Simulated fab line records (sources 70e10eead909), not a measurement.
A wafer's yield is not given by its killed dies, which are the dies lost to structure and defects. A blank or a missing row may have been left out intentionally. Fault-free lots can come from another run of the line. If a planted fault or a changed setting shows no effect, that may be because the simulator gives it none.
Comparing a struck lot with a sound one + flow nandHarc + 18 out of 1302 route steps
Sound: the wafers L531.1, L531.5, L531.6. Wafers L524.1, L524.3, L524.5 were the ones struck. The cause is given at the end.
Each step with rows lists, per side, the tool, then ch with its chambers, then its first start. Under that, the readings that differ: sound wafers + struck wafers + difference of the means + sigmas: that difference in standard deviations of wafers without a fault.
alike: words and numbers the same on both sides, and readings whose means are apart by under 2 such deviations; not compared: readings that were withheld, readings missing a value for some wafer, numbers with overlapping values and no deviation given by the record, and bounds like >300 which may hide the same value.
The two part at a step that has a row with sigmas, a row that says differs or no value, or rows on one side only. When numbers do not overlap yet have no deviation, they are printed without sigmas and do not part them. Lack of a reading on every wafer of one side parts them only where that side has two or more wafers.

NHARC_A_SLIT_ETCH_26: etches the open film in C4F8/O2/Ar, time 90 s, target depth 400 nm.
  sound on harEtch-02 ch 0,1, day 29 04:39; struck on harEtch-02 ch 0, day 25 14:06
  alike: chamberPressureMTorr, drypumpMotorCurrentA, mfcArSccm, oesAirLineAu, rfFwdPowerW, showerheadPlenumPTorr, throttleValvePct
  not compared: rfHoursCounterH
then, 2 steps without rows for these wafers: NHARC_A_SLIT_STRIP_28 (strips in O2/COS); NHARC_A_SLIT_ETCH_29 (etches the open film in CF4/O2, target depth 100 nm, overetch 10 nm, time 55 s).
NHARC_A_SLIT_STRIP_18: strips in O2.
  sound on rieDiel-12 ch 2,3; struck on rieDiel-03 ch 0,1,2
  alike: chamberPressureMTorr, drypumpMotorCurrentA, mfcArSccm, oesProductAu, rfVppV, showerheadPlenumPTorr, throttleValvePct
  not compared: rfHoursCounterH
then, 2 steps without rows for these wafers: NHARC_A_SLIT_PRECLEAN_19 (cleans in SC1); NHARC_A_SLIT_SRD_20.
NHARC_A_SLIT_CD_MEAS_21:
  sound: cdSem-02 at day 29 06:02; struck: cdSem-02 at day 25 15:29
  alike: cdNm
then, 3 steps without rows for these wafers: NHARC_A_SIN_REMOVE_WET_00 (chemistry H3PO4, time 15300 s); NHARC_A_SIN_REMOVE_PRECLEAN_01 (cleans in SC1); NHARC_A_SIN_REMOVE_SRD_02.
NHARC_A_SIN_REMOVE_INSPECT_04:
  sound: defectInspect-02 at day 29 12:40; struck: defectInspect-02 at day 25 21:17
  alike: rawDefectCount
NHARC_A_WL_FILL_ALD_00: deposits Al2O3, target thk 3 nm, pulse time 3 s, ald cycles 30.
  sound on aldHk-04 ch 0,2,3, day 29 12:49; struck on aldHk-02 ch 2,3, day 25 21:21
| reading   | sound    | struck   | difference | sigmas |
|-----------|----------|----------|------------|--------|
| aldCycles | 30 30 30 | 27 27 27 | -3         |        |
  alike: heaterPowerW, precursorPulseHeightRel
NHARC_A_WL_FILL_RTA_01: time 5 s.
  sound on rtpAnneal-01 ch 0, day 29 13:00; struck on rtpAnneal-02 ch 0, day 25 21:47
| reading             | sound    | struck   | difference | sigmas |
|---------------------|----------|----------|------------|--------|
| lampPowerPct (%)    | 37 37 37 | 28 28 28 | -9         | -2     |
| lamp_zone_5_pct (%) | 37 37 37 | 28 28 28 | -9         | -2     |
  alike: wafer_temp_C_max
NHARC_A_WL_FILL_ALD_02: deposits TiN, target thk 2 nm, pulse time 3 s, ald cycles 100.
  sound on aldMetal-01 ch 0,3, day 29 13:16; struck on aldMetal-02 ch 1,2, day 25 22:02
  alike: aldCycles, heaterPowerW, precursorPulseHeightRel
then, 1 step without rows for these wafers: NHARC_A_WL_FILL_CVD_03 (deposits W, target thk 40 nm, time 279 s).
NHARC_A_WL_FILL_ETCHBACK_04: etches the open film in NF3, target depth 60 nm, time 120 s.
  sound on rieMetal-03 ch 0,1, day 29 14:22; struck on rieMetal-03 ch 0,1, day 25 22:50
  alike: chamberPressureMTorr, drypumpMotorCurrentA, oesProductAu, runLengthS
  not compared: rfHoursCounterH
NHARC_A_WL_FILL_ETCHBACK_05: etches the open film in Cl2/BCl3, target depth 22 nm, time 60 s.
  sound on rieMetal-03 ch 0,1, day 29 14:36; struck on rieMetal-03 ch 0,1, day 25 23:05
  alike: chamberPressureMTorr, drypumpMotorCurrentA, oesProductAu, runLengthS
  not compared: rfHoursCounterH
-- the record jumps here: 4 days lie between the struck wafers' starts before and after (it left off in module A_WL_FILL and takes up again in module END, whose first step shown is number 1302 of the route) --
NHARC_END_SORT_01:
  here the record holds rows for the struck wafers (prober-01 ch 0, day 29 22:14) but none for the sound ones

WHERE THEY PART
Last at NHARC_END_SORT_01 as far as this record goes, first at NHARC_A_WL_FILL_RTA_01.

WHY: the cause the simulator had injected
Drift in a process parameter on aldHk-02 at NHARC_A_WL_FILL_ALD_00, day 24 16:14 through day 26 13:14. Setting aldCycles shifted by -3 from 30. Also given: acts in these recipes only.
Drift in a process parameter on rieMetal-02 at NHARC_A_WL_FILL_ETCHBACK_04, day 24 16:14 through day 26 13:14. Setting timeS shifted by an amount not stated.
